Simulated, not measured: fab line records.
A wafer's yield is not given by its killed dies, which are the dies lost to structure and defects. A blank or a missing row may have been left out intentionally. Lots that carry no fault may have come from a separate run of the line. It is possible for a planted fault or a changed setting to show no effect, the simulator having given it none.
Which tool is to blame? | flow n5 finfet | 72 wafers from 24 lots sampled at 6 of the route's 1938 steps

== WHAT EACH GAUGE READ, for each wafer ==
N5_BEOL_M8_INSPECT_58: inspects for defects (darkfield). Usual: raw defect count 73, standard deviation 24.
lot  | measured     | on                | raw defect count | flag
L074 | day 9 16:49  | defect inspect-02 | 50 69 34         |
L075 | day 10 01:59 | defect inspect-01 | 59 50 61         |
L076 | day 10 13:13 | defect inspect-01 | 65 64 55         |
L077 | day 10 14:05 | defect inspect-01 | 48 42 53         |
L078 | day 10 17:00 | defect inspect-01 | 50 74 72         |
L079 | day 11 11:58 | defect inspect-01 | 86 54 85         |
L081 | day 11 15:16 | defect inspect-02 | 91 124 75        |
L080 | day 11 17:17 | defect inspect-02 | 101 85 61        |
L082 | day 12 00:45 | defect inspect-01 | 67 77 64         |
L083 | day 12 02:25 | defect inspect-01 | 72 47 87         |
L084 | day 12 09:52 | defect inspect-02 | 96 65 60         |
L085 | day 13 07:52 | defect inspect-02 | 76 52 85         |
L086 | day 13 08:12 | defect inspect-02 | 90 77 109        |
L087 | day 13 08:06 | defect inspect-01 | 76 61 61         |
L089 | day 14 01:09 | defect inspect-02 | 108 76 67        |
L088 | day 14 02:47 | defect inspect-02 | 79 96 80         |
L090 | day 14 05:54 | defect inspect-02 | 49 41 87         |
L093 | day 14 08:08 | defect inspect-01 | 43 48 76         |
L091 | day 14 09:34 | defect inspect-02 | 73 44 58         |
L096 | day 15 23:20 | defect inspect-02 | 51 59 69         |
L092 | day 16 02:18 | defect inspect-01 | 42 47 99         |
L097 | day 16 07:34 | defect inspect-01 | 91 82 54         |
L094 | day 16 09:41 | defect inspect-01 | 78 115 125       |
L095 | day 16 10:08 | defect inspect-02 | 99 121 150       |

== TOOL THAT RAN EACH LOT (tool first, then ch and the chambers of the sampled wafers, then the start) ==
lot  | N5_BEOL_M8_HM_DEP_02         | N5_BEOL_M8_VIA_ETCH_34             | N5_BEOL_M8_CURE_75            | N5_BEOL_M8_CMP_52             | N5_BEOL_M8_DEP_56
L074 | pvd sputter-01, day 9 11:46  | rie diel-02 ch 0,1,2, day 9 13:56  | uv cure-03 ch 2, day 9 14:29  | cmp-04 ch 0,3, day 9 16:20    | pecvd-03 ch 0,1, day 9 16:43
L075 | pvd sputter-03, day 9 17:04  | rie diel-04 ch 0,1,2, day 9 21:55  | uv cure-02 ch 1, day 9 22:22  | cmp-04 ch 0,2,3, day 10 01:31 | pecvd-03 ch 1, day 10 01:53
L076 | pvd sputter-01, day 10 04:17 | rie diel-01 ch 0,3, day 10 08:17   | uv cure-03 ch 1, day 10 08:50 | cmp-04 ch 2,3, day 10 12:44   | pecvd-03 ch 0,1, day 10 13:07
L077 | pvd sputter-01, day 10 08:53 | rie diel-04 ch 0,1, day 10 10:51   | uv cure-01 ch 2, day 10 11:19 | cmp-02 ch 1,2,3, day 10 13:38 | pecvd-01 ch 1,2, day 10 13:59
L078 | pvd sputter-03, day 10 12:02 | rie diel-02 ch 0,3, day 10 13:42   | uv cure-03 ch 1, day 10 14:15 | cmp-02 ch 0,1,2, day 10 16:37 | pecvd-03 ch 0,1, day 10 16:55
L079 | pvd sputter-03, day 11 06:17 | rie diel-01 ch 1,3, day 11 09:09   | uv cure-02 ch 2, day 11 09:39 | cmp-02 ch 0,1,3, day 11 11:31 | pecvd-01 ch 0,1, day 11 11:52
L081 | pvd sputter-03, day 11 09:14 | rie diel-04 ch 1,2,3, day 11 11:02 | uv cure-03 ch 2, day 11 11:29 | cmp-04 ch 0,1, day 11 14:48   | pecvd-03 ch 1,2, day 11 15:10
L080 | pvd sputter-03, day 11 09:57 | rie diel-04 ch 1,2,3, day 11 13:47 | uv cure-02 ch 0, day 11 14:14 | cmp-04 ch 0,2,3, day 11 16:50 | pecvd-04 ch 0,1,2, day 11 17:11
L082 | pvd sputter-01, day 11 17:23 | rie diel-04 ch 0,1,2, day 11 19:29 | uv cure-03 ch 1, day 11 20:05 | cmp-01 ch 0,1,3, day 12 00:22 | pecvd-04 ch 0,1,2, day 12 00:40
L083 | pvd sputter-02, day 11 19:08 | rie diel-04 ch 2,3, day 11 21:37   | uv cure-01 ch 1, day 11 22:16 | cmp-02 ch 0,2, day 12 01:59   | pecvd-03 ch 1,2, day 12 02:20
L084 | pvd sputter-02, day 12 04:10 | rie diel-02 ch 0,1,3, day 12 06:33 | uv cure-03 ch 1, day 12 06:59 | cmp-04 ch 0,1, day 12 09:25   | pecvd-01 ch 0,1, day 12 09:46
L085 | pvd sputter-03, day 13 02:05 | rie diel-02 ch 0,1,3, day 13 04:41 | uv cure-02 ch 2, day 13 05:10 | cmp-02 ch 1,2,3, day 13 07:25 | pecvd-01 ch 0,1,2, day 13 07:46
L086 | pvd sputter-03, day 13 02:19 | rie diel-04 ch 0,2,3, day 13 05:16 | uv cure-01 ch 2, day 13 05:42 | cmp-04 ch 0,1,2, day 13 07:45 | pecvd-03 ch 0,1,2, day 13 08:07
L087 | pvd sputter-03, day 13 02:25 | rie diel-01 ch 0,1, day 13 04:51   | uv cure-03 ch 2, day 13 05:18 | cmp-02 ch 0,3, day 13 07:39   | pecvd-04 ch 0,1, day 13 08:01
L089 | pvd sputter-01, day 13 19:35 | rie diel-02 ch 0,3, day 13 22:09   | uv cure-03 ch 0, day 13 22:42 | cmp-02 ch 0,1,3, day 14 00:44 | pecvd-03 ch 1,2, day 14 01:04
L088 | pvd sputter-01, day 13 19:41 | rie diel-02 ch 1,3, day 13 22:55   | uv cure-01 ch 2, day 13 23:22 | cmp-01 ch 0,1,2, day 14 02:22 | pecvd-03 ch 0,1,2, day 14 02:41
L090 | pvd sputter-02, day 13 22:42 | rie diel-04 ch 1,2,3, day 14 01:23 | uv cure-02 ch 1, day 14 02:07 | cmp-02 ch 0,2, day 14 05:27   | pecvd-03 ch 1,2, day 14 05:48
L093 | pvd sputter-02, day 14 01:32 | rie diel-04 ch 0,1,2, day 14 04:14 | uv cure-03 ch 1, day 14 04:44 | cmp-02 ch 1,2, day 14 07:41   | pecvd-04 ch 0,1, day 14 08:02
L091 | pvd sputter-02, day 14 02:02 | rie diel-01 ch 0,1, day 14 04:35   | uv cure-03 ch 1, day 14 05:05 | cmp-02 ch 1,2, day 14 09:05   | pecvd-01 ch 1, day 14 09:27
L096 | pvd sputter-02, day 15 13:17 | rie diel-02 ch 1,2,3, day 15 18:52 | uv cure-02 ch 0, day 15 19:22 | cmp-04 ch 0,2, day 15 22:53   | pecvd-01 ch 0,1, day 15 23:14
L092 | pvd sputter-03, day 15 19:17 | rie diel-02 ch 1,2, day 15 22:37   | uv cure-02 ch 2, day 15 23:14 | cmp-01 ch 0,2, day 16 01:53   | pecvd-03 ch 0,1, day 16 02:13
L097 | pvd sputter-02, day 15 22:28 | rie diel-02 ch 2,3, day 16 05:03   | uv cure-03 ch 0, day 16 05:32 | cmp-01 ch 0,1,2, day 16 07:07 | pecvd-04 ch 0,1,2, day 16 07:29
L094 | pvd sputter-02, day 15 22:38 | rie diel-01 ch 0,1, day 16 05:00   | uv cure-01 ch 1, day 16 05:38 | cmp-01 ch 0,1, day 16 09:13   | pecvd-03 ch 0,1,2, day 16 09:35
L095 | pvd sputter-02, day 15 23:22 | rie diel-04 ch 0,1,2, day 16 05:11 | uv cure-03 ch 0, day 16 05:50 | cmp-01 ch 0,2,3, day 16 09:43 | pecvd-03 ch 0,1,2, day 16 10:02
- N5_BEOL_M8_HM_DEP_02: deposits TiN, target thk 20 nm.
- N5_BEOL_M8_VIA_ETCH_34: etches SiCOH lowk in C4F6/O2, target depth 125.5 nm, time 50.5 s.
- N5_BEOL_M8_CURE_75: cures SiCOH lowk, time 120 s.
- N5_BEOL_M8_CMP_52: polishes, stops on SiCOH lowk, t overpolish 6.9 s, target thk 80 nm.
- N5_BEOL_M8_DEP_56: deposits SiCN from 3MS/NH3, target thk 10 nm, time 17.5 s.

== AS READ BY THE TOOLS THEMSELVES (means over the sampled wafers that have a number; for cases with no such wafer, the mark the record gives instead) ==
N5_BEOL_M8_HM_DEP_02. Usual: throttle valve pct 30.0 %, standard deviation 0.96.
lot  | tool           | throttle valve pct (%) | flag
L074 | pvd sputter-01 | 30.4                   |
L075 | pvd sputter-03 | 29.9                   |
L076 | pvd sputter-01 | 30.1                   |
L077 | pvd sputter-01 | 29.9                   |
L078 | pvd sputter-03 | 29.6                   |
L079 | pvd sputter-03 | 29.0                   |
L081 | pvd sputter-03 | 29.6                   |
L080 | pvd sputter-03 | 29.4                   |
L082 | pvd sputter-01 | 30.1                   |
L083 | pvd sputter-02 | 29.7                   |
L084 | pvd sputter-02 | 30.2                   |
L085 | pvd sputter-03 | 29.2                   |
L086 | pvd sputter-03 | 29.9                   |
L087 | pvd sputter-03 | 29.1                   |
L089 | pvd sputter-01 | 30.7                   |
L088 | pvd sputter-01 | 29.7                   |
L090 | pvd sputter-02 | 30.4                   |
L093 | pvd sputter-02 | 30.8                   |
L091 | pvd sputter-02 | 31.5                   |
L096 | pvd sputter-02 | 31.0                   |
L092 | pvd sputter-03 | 29.3                   |
L097 | pvd sputter-02 | 30.6                   |
L094 | pvd sputter-02 | 31.3                   |
L095 | pvd sputter-02 | 30.0                   |

N5_BEOL_M8_VIA_ETCH_34. Usual: drypump motor current A 5.7 A, standard deviation 0.47; oes_f_703_au 0.77 a.u., standard deviation 0.057; oes product au 0.77 a.u., standard deviation 0.057; rf vpp V 665 V, standard deviation 13; showerhead plenum p Torr 2.82 Torr, standard deviation 0.089; throttle valve pct 20.93 %, standard deviation 0.16.
lot  | tool        | drypump motor current A (A) | oes_f_703_au (a.u.) | oes product au (a.u.) | rf vpp V (V) | showerhead plenum p Torr (Torr) | throttle valve pct (%) | flag
L074 | rie diel-02 | 5.7                         | 0.76                | 0.77                  | 654          | 2.79                            | 21.07                  |
L075 | rie diel-04 | 5.4                         | 0.82                | 0.82                  | 666          | 2.80                            | 20.81                  |
L076 | rie diel-01 | 6.2                         | 0.77                | 0.77                  | 669          | 2.76                            | 20.90                  |
L077 | rie diel-04 | 5.8                         | 0.79                | 0.82                  | 664          | 2.77                            | 20.93                  |
L078 | rie diel-02 | 5.4                         | 0.70                | 0.71                  | 671          | 2.88                            | 20.92                  |
L079 | rie diel-01 | 5.8                         | 0.79                | 0.80                  | 677          | 2.84                            | 20.88                  |
L081 | rie diel-04 | 5.2                         | 0.80                | 0.80                  | 669          | 2.83                            | 20.87                  |
L080 | rie diel-04 | 5.2                         | 0.80                | 0.79                  | 669          | 2.83                            | 20.86                  |
L082 | rie diel-04 | 5.4                         | 0.79                | 0.80                  | 666          | 2.79                            | 20.84                  |
L083 | rie diel-04 | 5.0                         | 0.82                | 0.83                  | 675          | 2.88                            | 20.77                  |
L084 | rie diel-02 | 5.7                         | 0.71                | 0.71                  | 668          | 2.84                            | 20.93                  |
L085 | rie diel-02 | 5.8                         | 0.70                | 0.71                  | 668          | 2.83                            | 20.93                  |
L086 | rie diel-04 | 5.4                         | 0.80                | 0.81                  | 672          | 2.85                            | 20.89                  |
L087 | rie diel-01 | 5.4                         | 0.86                | 0.84                  | 661          | 2.93                            | 20.86                  |
L089 | rie diel-02 | 5.4                         | 0.69                | 0.69                  | 671          | 2.87                            | 20.97                  |
L088 | rie diel-02 | 6.0                         | 0.72                | 0.73                  | 674          | 2.88                            | 20.80                  |
L090 | rie diel-04 | 5.2                         | 0.78                | 0.78                  | 669          | 2.82                            | 20.89                  |
L093 | rie diel-04 | 5.4                         | 0.78                | 0.78                  | 665          | 2.78                            | 20.85                  |
L091 | rie diel-01 | 5.8                         | 0.82                | 0.81                  | 652          | 2.83                            | 20.93                  |
L096 | rie diel-02 | 5.9                         | 0.74                | 0.74                  | 658          | 2.81                            | 20.99                  |
L092 | rie diel-02 | 6.0                         | 0.73                | 0.74                  | 650          | 2.73                            | 21.12                  |
L097 | rie diel-02 | 5.8                         | 0.74                | 0.74                  | 667          | 2.89                            | 20.86                  |
L094 | rie diel-01 | 5.4                         | 0.82                | 0.80                  | 660          | 2.92                            | 20.91                  |
L095 | rie diel-04 | 5.4                         | 0.76                | 0.77                  | 665          | 2.78                            | 20.89                  |

N5_BEOL_M8_CURE_75. Usual: lamp power pct 52.32 %, standard deviation 0.047; wafer_temp_C_max 372.0, standard deviation 0.58.
lot  | tool       | lamp power pct (%) | wafer_temp_C_max | flag
L074 | uv cure-03 | 52.32              | 372.3            |
L075 | uv cure-02 | 52.29              | 371.3            |
L076 | uv cure-03 | 52.37              | 371.9            |
L077 | uv cure-01 | 52.35              | 372.2            |
L078 | uv cure-03 | 52.31              | 371.6            |
L079 | uv cure-02 | 52.33              | 371.7            |
L081 | uv cure-03 | 52.28              | 372.5            |
L080 | uv cure-02 | 52.34              | 373.2            |
L082 | uv cure-03 | 52.33              | 371.7            |
L083 | uv cure-01 | 52.31              | 372.3            |
L084 | uv cure-03 | 52.29              | 371.7            |
L085 | uv cure-02 | 52.33              | 371.8            |
L086 | uv cure-01 | 52.36              | 372.4            |
L087 | uv cure-03 | 52.33              | 372.5            |
L089 | uv cure-03 | 52.34              | 371.9            |
L088 | uv cure-01 | 52.30              | 372.6            |
L090 | uv cure-02 | 52.34              | 371.3            |
L093 | uv cure-03 | 52.31              | 371.7            |
L091 | uv cure-03 | 52.34              | 371.8            |
L096 | uv cure-02 | 52.34              | 373.0            |
L092 | uv cure-02 | 52.36              | 372.2            |
L097 | uv cure-03 | 52.30              | 371.8            |
L094 | uv cure-01 | 52.28              | 371.8            |
L095 | uv cure-03 | 52.28              | 372.1            |

N5_BEOL_M8_CMP_52. Usual: barrier field endpoint s 29.0 s, standard deviation 0.74; motor current A 6.2 A, standard deviation 0.51; overpolish run s 6.900 s, standard deviation 0.01; time to endpoint s 62 s, standard deviation 3.6.
lot  | tool   | barrier field endpoint s (s) | motor current A (A) | overpolish run s (s) | time to endpoint s (s) | flag
L074 | cmp-04 | 30.3                         | 5.7                 | 6.900                | 66                     |
L075 | cmp-04 | 30.1                         | 5.6                 | 6.895                | 68                     |
L076 | cmp-04 | 29.4                         | 5.7                 | 6.903                | 66                     |
L077 | cmp-02 | 28.6                         | 6.3                 | 6.892                | 59                     |
L078 | cmp-02 | 28.6                         | 6.4                 | 6.901                | 60                     |
L079 | cmp-02 | 28.7                         | 6.2                 | 6.908                | 62                     |
L081 | cmp-04 | 29.4                         | 6.3                 | 6.903                | 66                     |
L080 | cmp-04 | 30.3                         | 5.6                 | 6.909                | 68                     |
L082 | cmp-01 | 29.1                         | 6.4                 | 6.896                | 61                     |
L083 | cmp-02 | 28.7                         | 6.8                 | 6.893                | 58                     |
L084 | cmp-04 | 28.9                         | 6.0                 | 6.903                | 63                     |
L085 | cmp-02 | 29.3                         | 6.5                 | 6.900                | 63                     |
L086 | cmp-04 | 29.1                         | 6.2                 | 6.899                | 63                     |
L087 | cmp-02 | 28.7                         | 6.7                 | 6.900                | 60                     |
L089 | cmp-02 | 28.7                         | 6.3                 | 6.906                | 59                     |
L088 | cmp-01 | 27.9                         | 6.1                 | 6.902                | 57                     |
L090 | cmp-02 | 28.7                         | 6.9                 | 6.906                | 60                     |
L093 | cmp-02 | 28.5                         | 6.4                 | 6.900                | 58                     |
L091 | cmp-02 | 28.6                         | 6.4                 | 6.894                | 59                     |
L096 | cmp-04 | 29.7                         | 5.7                 | 6.897                | 67                     |
L092 | cmp-01 | 29.1                         | 5.8                 | 6.903                | 62                     |
L097 | cmp-01 | 28.9                         | 6.3                 | 6.907                | 64                     |
L094 | cmp-01 | 28.3                         | 6.4                 | 6.896                | 60                     |
L095 | cmp-01 | 29.1                         | 6.1                 | 6.901                | 62                     |

N5_BEOL_M8_DEP_56. Usual: showerhead plenum p Torr 3.666 Torr, standard deviation 0.016; throttle valve pct 8.8 %, standard deviation 0.36.
lot  | tool     | showerhead plenum p Torr (Torr) | throttle valve pct (%) | flag
L074 | pecvd-03 | 3.665                           | 8.7                    |
L075 | pecvd-03 | 3.641                           | 8.8                    |
L076 | pecvd-03 | 3.654                           | 8.7                    |
L077 | pecvd-01 | 3.668                           | 8.9                    |
L078 | pecvd-03 | 3.666                           | 8.8                    |
L079 | pecvd-01 | 3.669                           | 9.3                    |
L081 | pecvd-03 | 3.653                           | 8.6                    |
L080 | pecvd-04 | 3.673                           | 8.8                    |
L082 | pecvd-04 | 3.677                           | 8.6                    |
L083 | pecvd-03 | 3.651                           | 8.8                    |
L084 | pecvd-01 | 3.672                           | 9.2                    |
L085 | pecvd-01 | 3.669                           | 9.0                    |
L086 | pecvd-03 | 3.665                           | 8.7                    |
L087 | pecvd-04 | 3.686                           | 8.8                    |
L089 | pecvd-03 | 3.657                           | 8.7                    |
L088 | pecvd-03 | 3.664                           | 8.8                    |
L090 | pecvd-03 | 3.650                           | 8.9                    |
L093 | pecvd-04 | 3.676                           | 9.1                    |
L091 | pecvd-01 | 3.665                           | 9.4                    |
L096 | pecvd-01 | 3.666                           | 9.3                    |
L092 | pecvd-03 | 3.657                           | 8.8                    |
L097 | pecvd-04 | 3.681                           | 8.8                    |
L094 | pecvd-03 | 3.657                           | 8.7                    |
L095 | pecvd-03 | 3.665                           | 8.8                    |

== THE ANSWER, worked out from the rows above alone ==
Rule: lot off if the mean of its wafers having a number is beyond 3 standard deviations from the usual mean. A lot without any number at a reading at which 4 lots or more have one is off too. All remaining lots with rows at the step are treated as sound. After the gauges, taken in route order, come the tools' own readings; for these a lot's mean is taken, as printed above. The first step at which some lot is off is used, and at that step the reading that is off furthest; a lot without a number counts as furthest.
Across all readings shown, no lot is off: no conclusion can be drawn from this.

== WHAT WAS PUT IN BY THE SIMULATOR ==
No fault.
